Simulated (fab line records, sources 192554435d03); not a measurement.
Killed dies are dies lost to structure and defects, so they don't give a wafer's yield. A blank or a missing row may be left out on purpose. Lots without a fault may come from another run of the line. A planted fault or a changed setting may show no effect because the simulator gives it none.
fab line records | flow n5_finfet
record lots=5 wafers=15 last_day=16
route steps=1938 shown BEOL_M12@1621
lots that met no fault: from a run of the same line without faults
start_h: hours from the record's first day to the start of the lot's first wafer shown | wait_h: hours since the lot's step before | " the same as in the row above | L1.1+2: a row that stands for several wafers | - no value, or no start given | * or withheld: withheld | < > ~ a bound
route shown NAME@n: a module of which the file shows steps, and the number in the route of the first | usual: mean/standard deviation of fault-free wafers | same: alike in all rows | chamber/n: place in a boat | sites: the reading at each site | _std_site: their standard deviation | _edge_site: outer sites' mean less inner sites' | radius_mm: how far each site lies from the wafer's centre | mask NAME#n: copy n | behind: the tool/chamber that last shaped the wafer | hold: why the lot was held/for how many hours/how that ended | device: the transistor (n, p or np) that didn't switch | end of line: the same wafers' tests at the end of the route | a step without rows: its recipe alone | killed: dies lost to structure and defects at the first sort, not the wafer's yield | map: a wafer's dies, x killed, . not, _ none there
set.NAME: the setting as run; set.NAME@STEP: as run at that earlier step | model.NAME: the simulator's own value behind a step, which no gauge read
lots at some steps of the route; a table a step, a row a wafer
services: from which hour (start_h, from the record's first day; less than 0 if before it) a tool's chamber was out of use, for how many hours, and why
## steps
# step N5_BEOL_M12_SRD_72
# recipe time_s=30 temp_c=23 rinse_liquid=diw dry=n2_spin spin_rpm=1500 dry_time_s=30
# usual temp_c=23.01/0.1
# columns lot.wafer tool chamber start_h wait_h temp_c
L075.1 wet_bench-02 0 223.61 0.0 22.85
L075.2 " 5 " " 22.96
L075.5 " 7 " " 23.20
L080.3 wet_bench-03 6 261.58 0.0 23.05
L080.5 " 3 " " 23.07
L080.6 " 0 " " 23.05
L084.1 wet_bench-03 2 291.03 0.0 22.97
L084.2 " 6 " " 23.03
L084.5 " 3 " " 23.03
L090.1 wet_bench-02 2 321.76 0.0 23.03
L090.3 " 7 " " 22.81
L090.4 " 5 " " 23.14
L096.1 wet_bench-02 2 358.04 0.0 23.03
L096.3 " 1 " " 23.02
L096.6 " 5 " " 23.02
# step N5_BEOL_M12_CD_MEAS_17
# recipe target_cd_nm=140 polarity=opening
# usual cd_nm=140.1/1.8
# columns lot.wafer tool chamber start_h wait_h cd_nm
L075.1 cd_sem-01 - 223.65 0.0 140.0
L075.2 " - " " 139.5
L075.5 " - " " 137.3
L080.3 cd_sem-01 - 261.62 0.0 142.6
L080.5 " - " " 141.2
L080.6 " - " " 140.9
L084.1 cd_sem-01 - 291.07 0.0 138.5
L084.2 " - " " 139.9
L084.5 " - " " 140.9
L090.1 cd_sem-02 - 321.80 0.0 142.6
L090.3 " - " " 141.2
L090.4 " - " " 142.7
L096.1 cd_sem-01 - 358.08 0.0 139.6
L096.3 " - " " 139.5
L096.6 " - " " 139.3
# step N5_BEOL_M12_COAT_65
# recipe resist=SOC temp_c=250 time_s=60 spin_rpm=1500 resist_thk_nm=300
# usual dispense_pressure_kPa=48/4.6
# columns lot.wafer tool chamber start_h wait_h dispense_pressure_kPa
L075.1 litho_track-01 0 223.68 0.0 51
L075.2 " 0 " " 51
L075.5 " 0 " " 51
L080.3 litho_track-04 0 261.66 0.0 51
L080.5 " 0 " " 51
L080.6 " 0 " " 51
L084.1 litho_track-04 0 291.11 0.0 51
L084.2 " 0 " " 51
L084.5 " 0 " " 51
L090.1 litho_track-01 0 321.84 0.0 51
L090.3 " 0 " " 51
L090.4 " 0 " " 51
L096.1 litho_track-05 0 358.12 0.0 41
L096.3 " 0 " " 41
L096.6 " 0 " " 41
# step N5_BEOL_M12_COAT_66
# recipe resist=SiARC temp_c=220 time_s=60 spin_rpm=1500 resist_thk_nm=110
# usual dispense_pressure_kPa=48/4.6
# columns lot.wafer tool chamber start_h wait_h dispense_pressure_kPa
L075.1 litho_track-01 0 - - 51
L075.2 " 0 " " 51
L075.5 " 0 " " 51
L080.3 litho_track-04 0 - - 51
L080.5 " 0 " " 51
L080.6 " 0 " " 51
L084.1 litho_track-04 0 - - 51
L084.2 " 0 " " 51
L084.5 " 0 " " 51
L090.1 litho_track-01 0 - - 51
L090.3 " 0 " " 51
L090.4 " 0 " " 51
L096.1 litho_track-05 0 - - 41
L096.3 " 0 " " 41
L096.6 " 0 " " 41
# step N5_BEOL_M12_COAT_22
# recipe spin_rpm=2888 resist_thk_nm=300
# usual dispense_pressure_kPa=48/4.6
# columns lot.wafer tool chamber start_h wait_h dispense_pressure_kPa
L075.1 litho_track-01 0 - - 51
L075.2 " 0 " " 51
L075.5 " 0 " " 51
L080.3 litho_track-04 0 - - 51
L080.5 " 0 " " 51
L080.6 " 0 " " 51
L084.1 litho_track-04 0 - - 51
L084.2 " 0 " " 51
L084.5 " 0 " " 51
L090.1 litho_track-01 0 - - 51
L090.3 " 0 " " 51
L090.4 " 0 " " 51
L096.1 litho_track-05 0 - - 41
L096.3 " 0 " " 41
L096.6 " 0 " " 41
# step N5_BEOL_M12_EBR_24
# recipe solvent=PGMEA ebr_width_mm=1.5
# columns lot.wafer tool chamber start_h wait_h
L075.1+2+5 litho_track-01 0 - -
L080.3+5+6 litho_track-04 0 - -
L084.1+2+5 litho_track-04 0 - -
L090.1+3+4 litho_track-01 0 - -
L096.1+3+6 litho_track-05 0 - -
# step N5_BEOL_M12_SOFTBAKE_23
# recipe temp_c=130 time_s=60
# columns lot.wafer tool chamber start_h wait_h
L075.1+2+5 litho_track-01 0 - -
L080.3+5+6 litho_track-04 0 - -
L084.1+2+5 litho_track-04 0 - -
L090.1+3+4 litho_track-01 0 - -
L096.1+3+6 litho_track-05 0 - -
# step N5_BEOL_M12_EXPOSE_25
# recipe mask_id=M12 na=0.93 source_shape=conventional sigma_outer=0.4 polarization=unpolarized dose_mj=21.8
# same na=0.93
# columns lot.wafer tool chamber start_h wait_h mask
L075.1+2+5 krf_scanner-01 0 223.93 - M12#0
L080.3+5+6 krf_scanner-01 0 261.91 - M12#0
L084.1+2+5 krf_scanner-01 0 291.22 - M12#0
L090.1+3+4 krf_scanner-01 0 321.95 - M12#0
L096.1+3+6 krf_scanner-01 0 358.36 - M12#0
# step N5_BEOL_M12_PEB_26
# recipe peb_temp_c=130 peb_time_s=90
# columns lot.wafer tool chamber start_h wait_h
L075.1+2+5 litho_track-01 0 223.98 0.1
L080.3+5+6 litho_track-04 0 261.96 0.0
L084.1+2+5 litho_track-01 0 291.28 0.1
L090.1+3+4 litho_track-04 0 322.01 0.1
L096.1+3+6 litho_track-05 0 358.42 0.1
# step N5_BEOL_M12_DEVELOP_27
# recipe develop_time_s=45 rinse_liquid=diw dry=air_spin dev_temp_c=21
# columns lot.wafer tool chamber start_h wait_h
L075.1+2+5 litho_track-01 0 - -
L080.3+5+6 litho_track-04 0 - -
L084.1+2+5 litho_track-01 0 - -
L090.1+3+4 litho_track-04 0 - -
L096.1+3+6 litho_track-05 0 - -
# step N5_BEOL_M12_HARDBAKE_32
# recipe temp_c=130 time_s=120
# columns lot.wafer tool chamber start_h wait_h
L075.1+2+5 litho_track-01 0 - -
L080.3+5+6 litho_track-04 0 - -
L084.1+2+5 litho_track-01 0 - -
L090.1+3+4 litho_track-04 0 - -
L096.1+3+6 litho_track-05 0 - -
# step N5_BEOL_M12_CD_MEAS_28
# recipe target_cd_nm=160.2 landing_energy_ev=500 detector=se_inlens polarity=opening
# usual cd_nm=160.6/1.6
# same landing_energy_ev=500
# columns lot.wafer tool chamber start_h wait_h cd_nm
L075.1 cd_sem-01 0 224.10 - 160.0
L075.2 " 0 " " 162.3
L075.5 " 0 " " 163.0
L080.3 cd_sem-01 0 262.08 - 162.8
L080.5 " 0 " " 160.6
L080.6 " 0 " " 161.9
L084.1 cd_sem-01 0 291.40 - 161.6
L084.2 " 0 " " 160.6
L084.5 " 0 " " 161.5
L090.1 cd_sem-02 0 322.13 - 162.0
L090.3 " 0 " " 161.4
L090.4 " 0 " " 163.3
L096.1 cd_sem-02 0 358.53 - 162.6
L096.3 " 0 " " 159.1
L096.6 " 0 " " 162.6
# step N5_BEOL_M12_OVL_MEAS_29
# recipe points_per_wafer=44
# usual M12_OVL=-1/5.3
# columns lot.wafer tool chamber start_h wait_h M12_OVL[nm]
L075.1 overlay-01 0 224.13 0.0 1
L075.2 " 0 " " 1
L075.5 " 0 " " 5
L080.3 overlay-02 0 262.10 0.0 -2
L080.5 " 0 " " 11
L080.6 " 0 " " 5
L084.1 overlay-01 0 291.43 0.0 -6
L084.2 " 0 " " -6
L084.5 " 0 " " -2
L090.1 overlay-02 0 322.16 0.0 -14
L090.3 " 0 " " -11
L090.4 " 0 " " -6
L096.1 overlay-01 0 358.56 0.0 -3
L096.3 " 0 " " 2
L096.6 " 0 " " 4
# step N5_BEOL_M12_INSPECT_30
# recipe mode=adi inspect_instrument=macro
# usual raw_defect_count=2.1/1.5
# columns lot.wafer tool chamber start_h wait_h raw_defect_count
L075.1 defect_inspect-02 - 224.15 0.0 1
L075.2 " - " " 0
L075.5 " - " " 4
L080.3 defect_inspect-01 - 262.13 0.0 2
L080.5 " - " " 3
L080.6 " - " " 2
L084.1 defect_inspect-01 - 291.45 0.0 0
L084.2 " - " " 4
L084.5 " - " " 2
L090.1 defect_inspect-01 - 322.18 0.0 0
L090.3 " - " " 3
L090.4 " - " " 2
L096.1 defect_inspect-01 - 358.59 0.0 2
L096.3 " - " " 2
L096.6 " - " " 3
# step N5_BEOL_M12_DESCUM_33
# recipe chemistry=O2 time_s=7.9 source_power_w=50 bias_power_w=20 pressure_mtorr=20 rf_frequency_hz=2.712e+07 temp_c=40 o2_flow_sccm=225
# usual drypump_motor_current_A=5.7/0.48 oes_product_au=0.77/0.079 rf_fwd_power_W=49.29/0.24 rf_vpp_V=243.5/1.1 showerhead_plenum_p_Torr=2.11/0.05 temp_c=40.01/0.11 throttle_valve_pct=20.6/0.34
# columns lot.wafer tool chamber start_h wait_h drypump_motor_current_A oes_product_au rf_fwd_power_W rf_hours_counter_h rf_vpp_V showerhead_plenum_p_Torr temp_c throttle_valve_pct
L075.1 rie_diel-06 0 224.19 0.0 6.4 0.70 49.58 220 242.7 2.08 40.12 20.9
L075.2 " 1 " " 5.7 0.68 48.99 222 245.9 2.17 40.12 20.7
L075.5 " 0 " " 6.4 0.69 49.46 - 242.7 2.08 40.08 20.9
L080.3 rie_diel-06 1 262.16 0.0 5.7 0.67 49.15 234 246.4 2.16 39.69 20.7
L080.5 " 2 " " 5.5 0.75 49.63 - 242.9 2.08 39.86 20.3
L080.6 " 3 " " 5.7 0.80 49.33 - 241.6 2.11 39.93 20.7
L084.1 rie_diel-02 2 291.64 0.2 5.1 0.70 49.25 224 242.7 2.08 39.98 21.0
L084.2 " 0 " " 6.5 0.81 49.30 98 244.2 2.18 40.06 20.4
L084.5 " 2 " " 5.1 0.69 49.30 - 242.5 2.08 40.01 21.0
L090.1 rie_diel-02 1 322.21 0.0 6.3 0.93 49.34 19 243.3 2.04 39.92 19.8
L090.3 " 3 " " 5.9 0.72 48.86 171 244.4 2.09 40.19 20.8
L090.4 " 3 " " 5.9 0.73 48.77 - 243.4 2.09 40.15 20.8
L096.1 rie_diel-02 3 358.62 0.0 5.9 0.70 48.77 186 242.8 2.08 40.14 20.8
L096.3 " 2 " " 5.1 0.68 49.56 248 242.6 2.08 39.82 21.1
L096.6 " 2 " " 5.1 0.68 49.41 - 243.1 2.08 39.90 21.1
# step N5_BEOL_M12_ETCH_67
# recipe chemistry=CF4 target=SiARC target_depth_a=1430 time_s=238.3 ion_energy_ev=80 pressure_mtorr=40 source_w=545 bias_w=36 Ar_flow_sccm=100 cf4_flow_sccm=100 ends=cleared
# usual drypump_motor_current_A=5.7/0.48 etch_rf_on_time_s=237/5 oes_product_au=0.66/0.069 rf_fwd_power_W=542.8/1.7 rf_vpp_V=184.1/0.97 showerhead_plenum_p_Torr=2.16/0.042 throttle_valve_pct=15.7/0.31
# columns lot.wafer tool chamber start_h wait_h drypump_motor_current_A etch_rf_on_time_s oes_product_au rf_fwd_power_W rf_hours_counter_h rf_vpp_V showerhead_plenum_p_Torr throttle_valve_pct
L075.1 rie_diel-06 0 224.22 0.0 6.4 236 0.60 543.9 220 184.2 2.12 16.0
L075.2 " 1 " " 5.7 230 0.59 540.6 222 184.8 2.20 15.8
L075.5 " 0 " " 6.4 235 0.60 542.4 - 184.7 2.12 16.0
L080.3 rie_diel-06 1 262.20 0.0 5.7 233 0.59 539.9 234 184.2 2.20 15.8
L080.5 " 2 " " 5.5 241 0.64 543.4 - 182.6 2.14 15.6
L080.6 " 3 " " 5.7 236 0.68 541.9 - 183.7 2.16 15.8
L084.1 rie_diel-02 2 291.68 0.0 5.1 245 0.59 543.0 224 183.0 2.13 16.2
L084.2 " 0 " " 6.5 240 0.69 543.6 98 184.1 2.23 15.6
L084.5 " 2 " " 5.1 245 0.59 544.3 - 183.8 2.13 16.1
L090.1 rie_diel-02 1 322.25 0.0 6.3 232 0.78 541.9 19 182.3 2.10 15.1
L090.3 " 3 " " 5.9 230 0.62 541.1 171 184.0 2.13 16.0
L090.4 " 3 " " 5.8 232 0.63 540.2 - 183.3 2.13 16.0
L096.1 rie_diel-02 3 358.66 0.0 5.9 232 0.62 540.0 186 183.5 2.13 16.1
L096.3 " 2 " " 5.1 247 0.57 543.5 248 184.0 2.12 16.2
L096.6 " 2 " " 5.1 245 0.58 541.5 - 183.2 2.12 16.2
# step N5_BEOL_M12_ETCH_68
# recipe chemistry=N2/H2 target=SOC mask_material=SiARC source_w=3000 bias_w=350 temp_c=40 time_s=285 ion_energy_ev=200 pressure_mtorr=30 n2_flow_sccm=200 h2_flow_sccm=200
# usual drypump_motor_current_A=5.7/0.47 h2_flow_sccm=200.0/0.62 n2_flow_sccm=199.9/0.51 oes_product_au=0.77/0.081 rf_fwd_power_W=2992/9.8 rf_vpp_V=524.3/1.7 showerhead_plenum_p_Torr=2.56/0.061 temp_c=40.01/0.12 throttle_valve_pct=17.87/0.28
# columns lot.wafer tool chamber start_h wait_h drypump_motor_current_A h2_flow_sccm n2_flow_sccm oes_product_au rf_fwd_power_W rf_hours_counter_h rf_vpp_V showerhead_plenum_p_Torr temp_c throttle_valve_pct
L075.1 rie_diel-06 0 224.37 0.1 6.4 200.0 200.0 0.69 2991 220 524.1 2.51 39.92 18.22
L075.2 " 1 " " 5.7 199.1 200.2 0.68 2999 222 524.6 2.61 40.05 17.80
L075.5 " 0 " " 6.4 200.2 199.9 0.69 2994 - 524.4 2.51 40.07 18.22
L080.3 rie_diel-06 1 262.34 0.1 5.7 199.0 199.8 0.68 2990 234 524.6 2.61 40.03 17.82
L080.5 " 2 " " 5.5 199.7 200.3 0.74 3005 - 523.7 2.55 39.94 17.77
L080.6 " 3 " " 5.7 200.4 199.0 0.79 2965 - 524.3 2.55 40.24 17.92
L084.1 rie_diel-02 2 291.83 0.1 5.1 199.1 200.1 0.69 2985 224 524.1 2.50 40.05 18.14
L084.2 " 0 " " 6.5 199.5 199.8 0.81 2997 98 527.1 2.69 40.04 17.99
L084.5 " 2 " " 5.1 199.9 199.1 0.69 3006 - 522.7 2.50 40.09 18.15
L090.1 rie_diel-02 1 322.40 0.1 6.3 199.2 200.2 0.93 2987 19 521.4 2.50 39.99 17.27
L090.3 " 3 " " 5.9 200.3 200.1 0.72 2995 171 524.4 2.53 40.12 18.21
L090.4 " 3 " " 5.9 200.1 200.0 0.71 2990 - 523.7 2.53 40.02 18.21
L096.1 rie_diel-02 3 358.80 0.1 5.9 198.8 198.4 0.70 2986 186 521.9 2.53 40.07 18.25
L096.3 " 2 " " 5.1 200.8 200.0 0.67 2997 248 523.5 2.49 39.95 18.19
L096.6 " 2 " " 5.1 200.6 200.0 0.67 2995 - 521.3 2.49 39.94 18.19
# step N5_BEOL_M12_STRIP_69
# recipe chemistry=N2/H2 temp_c=40 n2_flow_sccm=200 h2_flow_sccm=200 rf_frequency_hz=6e+07
# columns lot.wafer tool chamber start_h wait_h
L075.1+2+5 rie_diel-06 0,1,0 224.54 0.1
L080.3+5+6 rie_diel-06 1,2,3 262.51 0.1
L084.1+2+5 rie_diel-02 2,0,2 292.00 0.1
L090.1+3+4 rie_diel-02 1,3,3 322.57 0.1
L096.1+3+6 rie_diel-02 3,2,2 358.97 0.1
# step N5_BEOL_M12_TRENCH_ETCH_34
# recipe chemistry=C4F8/O2/Ar target=SiOC target_depth_a=3189.5 mask_material=SOC pressure_mtorr=30 source_w=3000 bias_w=700 Ar_flow_sccm=400 C4F8_flow_sccm=15 O2_flow_sccm=8 he_inner_torr=15 he_outer_torr=30 time_s=125.5 ion_energy_ev=250
# usual O2_flow_sccm=7.999/0.025 drypump_motor_current_A=5.7/0.48 oes_product_au=0.77/0.08 rf_fwd_power_W=2987/11 rf_vpp_V=666.1/2.3 showerhead_plenum_p_Torr=3.44/0.061 throttle_valve_pct=24.3/0.35
# columns lot.wafer tool chamber start_h wait_h O2_flow_sccm drypump_motor_current_A oes_product_au rf_fwd_power_W rf_hours_counter_h rf_vpp_V showerhead_plenum_p_Torr throttle_valve_pct
L075.1 rie_diel-06 0 224.55 0.0 8.010 6.4 0.69 2990 220 664.1 3.38 24.6
L075.2 " 1 " " 8.005 5.7 0.69 2976 222 668.6 3.49 24.2
L075.5 " 0 " " 8.015 6.4 0.70 2984 - 664.4 3.38 24.6
L080.3 rie_diel-06 1 262.52 0.0 7.989 5.7 0.68 2983 234 668.1 3.48 24.2
L080.5 " 2 " " 8.034 5.5 0.75 2985 - 665.4 3.42 24.2
L080.6 " 3 " " 7.974 5.7 0.79 2985 - 665.3 3.46 24.5
L084.1 rie_diel-02 2 292.01 0.0 8.013 5.1 0.69 2995 224 665.2 3.41 24.8
L084.2 " 0 " " 8.027 6.6 0.81 2997 98 670.1 3.55 24.2
L084.5 " 2 " " 8.033 5.1 0.69 2989 - 663.5 3.41 24.8
L090.1 rie_diel-02 1 322.58 0.0 7.967 6.3 0.93 2988 19 663.6 3.36 23.7
L090.3 " 3 " " 8.011 5.9 0.72 2968 171 665.0 3.40 24.6
L090.4 " 3 " " 7.998 5.9 0.72 2972 - 664.8 3.40 24.6
L096.1 rie_diel-02 3 358.98 0.0 8.012 5.9 0.71 2981 186 665.7 3.40 24.6
L096.3 " 2 " " 8.029 5.1 0.68 3002 248 665.1 3.39 24.8
L096.6 " 2 " " 7.995 5.1 0.68 2981 - 664.7 3.39 24.8
# step N5_BEOL_M12_STRIP_70
# recipe chemistry=C4F8/O2/Ar resist=SiARC rf_frequency_hz=6e+07
# columns lot.wafer tool chamber start_h wait_h
L075.1+2+5 rie_diel-06 0,1,0 224.66 0.1
L080.3+5+6 rie_diel-06 1,2,3 262.64 0.1
L084.1+2+5 rie_diel-02 2,0,2 292.12 0.1
L090.1+3+4 rie_diel-02 1,3,3 322.69 0.1
L096.1+3+6 rie_diel-02 3,2,2 359.10 0.1
# step N5_BEOL_M12_OCD_MEAS_35
# usual trench_depth_nm=316/4.5
# columns lot.wafer tool chamber start_h wait_h trench_depth_nm
L075.1 ocd-01 - 224.70 0.0 319
L075.2 " - " " 318
L075.5 " - " " 321
L080.3 ocd-01 - 262.68 0.0 319
L080.5 " - " " 317
L080.6 " - " " 316
L084.1 ocd-02 - 292.16 0.0 309
L084.2 " - " " 321
L084.5 " - " " 313
L090.1 ocd-02 - 322.73 0.0 325
L090.3 " - " " 318
L090.4 " - " " 319
L096.1 ocd-02 - 359.14 0.0 318
L096.3 " - " " 312
L096.6 " - " " 313
# step N5_BEOL_M12_STRIP_37
# recipe chemistry=N2/H2 power_w=1000 temp_c=250 h2_frac=0.65 overash_fraction=0.3 pressure_mtorr=withheld n2_flow_sccm=1750 h2_flow_sccm=3250
# usual drypump_motor_current_A=5.5/0.37 h2_flow_sccm=3248/9.5 heater_power_w=305/11 n2_flow_sccm=1749/5 oes_product_au=0.791/0.011 temp_c=249.98/0.21
# same overash_fraction=0.3
# columns lot.wafer tool chamber start_h wait_h drypump_motor_current_A h2_flow_sccm heater_power_w n2_flow_sccm oes_product_au rf_hours_counter_h temp_c
L075.1 plasma_asher-01 0 224.74 0.0 5.0 3246 287 1745 0.796 70 250.17
L075.2 " 1 " " 5.3 3268 308 1752 0.803 70 250.25
L075.5 " 0 " " 4.9 3251 298 1747 0.779 - 249.89
L080.3 plasma_asher-02 0 262.74 0.1 5.8 3249 320 1744 0.777 - 250.02
L080.5 " 1 " " 5.9 3240 302 1754 0.794 - 250.00
L080.6 " 0 " " 5.8 3259 316 1735 0.790 - 249.86
L084.1 plasma_asher-01 0 292.20 0.0 4.9 3244 289 1750 0.778 83 250.09
L084.2 " 1 " " 5.2 3268 307 1749 0.803 83 250.11
L084.5 " 0 " " 5.0 3247 295 1751 0.771 - 250.32
L090.1 plasma_asher-01 1 322.77 0.0 5.3 3242 290 1757 0.781 89 249.82
L090.3 " 0 " " 5.0 3255 292 1755 0.791 - 250.19
L090.4 " 1 " " 5.3 3253 308 1746 0.795 - 249.86
L096.1 plasma_asher-02 1 359.18 0.0 5.8 3246 303 1745 0.810 140 250.27
L096.3 " 0 " " 5.8 3243 327 1750 0.763 - 249.59
L096.6 " 0 " " 5.8 3240 327 1742 0.795 - 250.13
# step N5_BEOL_M12_ETCH_38
# recipe chemistry=CF4/N2 target=SiCN target_depth_a=687 taper_deg=2 time_s=73.4 ion_energy_ev=150 mask_material=SiO2 pressure_mtorr=40 source_w=430 bias_w=70 Ar_flow_sccm=100 cf4_flow_sccm=60 n2_flow_sccm=60
# usual drypump_motor_current_A=5.8/0.46 n2_flow_sccm=60.01/0.17 oes_product_au=0.76/0.077 rf_fwd_power_W=427.9/1.6 rf_vpp_V=382.6/1.4 showerhead_plenum_p_Torr=2.22/0.044 throttle_valve_pct=15.59/0.28
# columns lot.wafer tool chamber start_h wait_h drypump_motor_current_A n2_flow_sccm oes_product_au rf_fwd_power_W rf_hours_counter_h rf_vpp_V showerhead_plenum_p_Torr throttle_valve_pct
L075.1 rie_diel-02 2 224.95 - 5.1 59.92 0.70 429.6 203 382.2 2.20 15.91
L075.2 " 0 " " 6.5 60.06 0.85 427.2 70 383.9 2.32 15.45
L075.5 " 0 " " 6.5 60.14 0.85 425.2 - 385.8 2.32 15.43
L080.3 rie_diel-06 1 263.29 - 5.7 59.84 0.69 426.5 235 383.0 2.26 15.66
L080.5 " 0 " " 6.4 59.84 0.68 430.2 - 380.2 2.18 15.85
L080.6 " 3 " " 5.7 59.58 0.80 428.0 - 381.2 2.22 15.59
L084.1 rie_diel-06 2 292.40 - 5.5 60.06 0.74 429.7 159 382.4 2.21 15.46
L084.2 " 3 " " 5.7 59.93 0.79 427.9 126 381.9 2.22 15.60
L084.5 " 3 " " 5.7 60.19 0.79 426.8 - 383.1 2.22 15.63
L090.1 rie_diel-02 2 324.42 - 5.1 60.02 0.67 429.3 235 381.2 2.19 15.97
L090.3 " 3 " " 5.9 60.02 0.71 425.6 172 382.3 2.20 15.85
L090.4 " 2 " " 5.1 59.90 0.68 428.4 - 382.0 2.19 15.98
L096.1 rie_diel-02 1 360.62 - 6.3 60.00 0.89 426.2 34 380.6 2.16 14.93
L096.3 " 3 " " 5.9 60.09 0.72 425.7 187 381.5 2.19 15.87
L096.6 " 2 " " 5.1 60.15 0.66 427.9 - 381.1 2.18 16.01
# step N5_BEOL_M12_PRECLEAN_39
# recipe chemistry=residue_remover time_s=60 temp_c=40
# usual temp_c=40.00/0.11
# columns lot.wafer tool chamber start_h wait_h temp_c
L075.1 wet_bench-02 0 225.08 0.1 40.06
L075.2 " 3 " " 40.13
L075.5 " 7 " " 39.85
L080.3 wet_bench-02 0 263.41 0.1 40.01
L080.5 " 1 " " 39.95
L080.6 " 3 " " 39.95
L084.1 wet_bench-06 4 292.53 0.1 39.92
L084.2 " 3 " " 39.86
L084.5 " 0 " " 39.88
L090.1 wet_bench-03 0 324.60 0.1 39.93
L090.3 " 1 " " 40.04
L090.4 " 4 " " 39.95
L096.1 wet_bench-06 3 360.75 0.1 39.96
L096.3 " 5 " " 39.95
L096.6 " 4 " " 39.74
# step N5_BEOL_M12_SRD_40
# recipe time_s=30 temp_c=23 rinse_liquid=diw dry=n2_spin spin_rpm=1500 dry_time_s=30
# usual temp_c=22.99/0.1
# columns lot.wafer tool chamber start_h wait_h temp_c
L075.1 wet_bench-02 0 225.10 0.0 22.90
L075.2 " 3 " " 22.89
L075.5 " 7 " " 22.89
L080.3 wet_bench-02 0 263.43 0.0 22.91
L080.5 " 1 " " 23.03
L080.6 " 3 " " 23.12
L084.1 wet_bench-06 4 292.55 0.0 22.99
L084.2 " 3 " " 22.87
L084.5 " 0 " " 23.18
L090.1 wet_bench-03 0 324.62 0.0 22.78
L090.3 " 1 " " 23.03
L090.4 " 4 " " 22.97
L096.1 wet_bench-06 3 360.77 0.0 22.88
L096.3 " 5 " " 22.92
L096.6 " 4 " " 22.75
# step N5_BEOL_M12_DEGAS_41
# recipe ambient=vacuum temp_c=250 time_s=60
# usual heater_power_w=322/24 susceptor_temp_C=250.00/0.17
# columns lot.wafer tool chamber start_h wait_h heater_power_w susceptor_temp_C
L075.1 pvd_sputter-01 - 225.15 0.0 325 249.96
L075.2 " - " " 332 250.04
L075.5 " - " " 320 250.22
L080.3 pvd_sputter-03 - 263.70 0.2 288 250.45
L080.5 " - " " 329 250.06
L080.6 " - " " 353 249.97
L084.1 pvd_sputter-01 - 292.85 0.3 330 249.97
L084.2 " - " " 336 250.12
L084.5 " - " " 328 250.05
L090.1 pvd_sputter-03 - 324.84 0.2 324 249.97
L090.3 " - " " 348 249.92
L090.4 " - " " 363 250.31
L096.1 pvd_sputter-01 - 360.99 0.2 323 249.93
L096.3 " - " " 302 250.24
L096.6 " - " " 326 250.16
# step N5_BEOL_M12_PRE_CLEAN_42
# recipe gas=H2/He time_s=30 temp_c=250
# usual heater_power_w=322/24 susceptor_temp_C=249.99/0.2
# columns lot.wafer tool chamber start_h wait_h heater_power_w susceptor_temp_C
L075.1 pvd_sputter-01 - 225.19 0.0 320 249.93
L075.2 " - " " 334 249.85
L075.5 " - " " 324 249.89
L080.3 pvd_sputter-03 - 263.74 0.0 290 250.12
L080.5 " - " " 323 250.23
L080.6 " - " " 351 250.43
L084.1 pvd_sputter-01 - 292.89 0.0 320 249.82
L084.2 " - " " 335 250.05
L084.5 " - " " 335 250.08
L090.1 pvd_sputter-03 - 324.88 0.0 326 249.72
L090.3 " - " " 350 249.96
L090.4 " - " " 363 250.00
L096.1 pvd_sputter-01 - 361.03 0.0 323 249.94
L096.3 " - " " 305 249.89
L096.6 " - " " 333 249.78
# step N5_BEOL_M12_SPUTTER_43
# recipe material=TaN target_thk_a=150 temp_c=50 bias_v=168.6 power_w=15000 chamber_pressure_pa=0.12 time_s=24.19
# usual cathode_dc_power_W=15000/2.8 susceptor_temp_C=50.01/0.1 throttle_valve_pct=30.1/1.2
# columns lot.wafer tool chamber start_h wait_h cathode_dc_power_W susceptor_temp_C throttle_valve_pct
L075.1 pvd_sputter-01 - 225.23 0.0 15002 49.80 31.2
L075.2 " - " " 15005 49.95 29.6
L075.5 " - " " 14999 50.05 30.5
L080.3 pvd_sputter-03 - 263.78 0.0 15000 49.84 30.0
L080.5 " - " " 15001 50.11 30.2
L080.6 " - " " 14999 50.08 32.0
L084.1 pvd_sputter-01 - 292.93 0.0 15003 50.03 31.0
L084.2 " - " " 15001 49.99 29.1
L084.5 " - " " 15003 50.19 29.4
L090.1 pvd_sputter-03 - 324.92 0.0 14996 49.95 30.0
L090.3 " - " " 15001 50.08 32.2
L090.4 " - " " 15000 50.14 30.4
L096.1 pvd_sputter-01 - 361.07 0.0 15001 50.04 31.4
L096.3 " - " " 15002 50.03 29.0
L096.6 " - " " 14998 49.91 30.6
# step N5_BEOL_M12_SPUTTER_44
# recipe material=Ta target_thk_a=100 temp_c=50 bias_v=80 power_w=15000 chamber_pressure_pa=0.07 time_s=16.13
# usual cathode_dc_power_W=15000/2.9 susceptor_temp_C=50.01/0.12 throttle_valve_pct=30.1/1.2
# columns lot.wafer tool chamber start_h wait_h cathode_dc_power_W susceptor_temp_C throttle_valve_pct
L075.1 pvd_sputter-01 - 225.31 0.0 14999 50.05 31.1
L075.2 " - " " 15000 49.91 29.3
L075.5 " - " " 14999 49.82 30.7
L080.3 pvd_sputter-03 - 263.86 0.0 14996 49.83 29.8
L080.5 " - " " 15000 50.15 30.2
L080.6 " - " " 15002 50.02 31.9
L084.1 pvd_sputter-01 - 293.01 0.0 14999 49.91 31.1
L084.2 " - " " 15007 49.88 29.5
L084.5 " - " " 15001 50.07 29.4
L090.1 pvd_sputter-03 - 325.00 0.0 14997 50.02 29.8
L090.3 " - " " 15001 49.95 32.0
L090.4 " - " " 15004 50.11 30.1
L096.1 pvd_sputter-01 - 361.15 0.0 15006 49.86 31.2
L096.3 " - " " 14999 49.89 28.7
L096.6 " - " " 14998 49.92 30.9
## services
# columns tool chamber start_h hours kind
krf_scanner-01 - 201.82 1.3 pm
plasma_asher-01 - 202.47 0.5 repair
krf_scanner-01 - 205.23 4.4 pm
litho_track-01 - 207.81 - consumable_replace:filter
rie_diel-06 3 211.16 15.1 repair
plasma_asher-02 - 222.92 0.5 repair
rie_diel-02 2 226.34 13.2 repair
rie_diel-06 1 233.21 4.6 repair
krf_scanner-01 - 235.01 1.0 pm
plasma_asher-02 - 239.34 2.8 pm
rie_diel-06 - 242.52 0.3 repair
rie_diel-02 1 251.75 - clean
rie_diel-02 1 251.75 - consumable_replace:focus_ring
rie_diel-02 1 251.75 19.5 scheduled_down
rie_diel-02 1 251.75 19.5 vent_cycle
plasma_asher-01 - 265.42 1.4 repair
rie_diel-06 0 289.58 6.3 repair
krf_scanner-01 - 291.97 0.8 pm
litho_track-01 - 299.16 - consumable_replace:filter
rie_diel-06 1 305.30 - clean
rie_diel-06 1 305.30 - consumable_replace:focus_ring
rie_diel-02 0 313.14 13.1 repair
plasma_asher-01 - 316.74 2.5 repair
plasma_asher-01 - 330.66 14.6 pm
## key
fault none
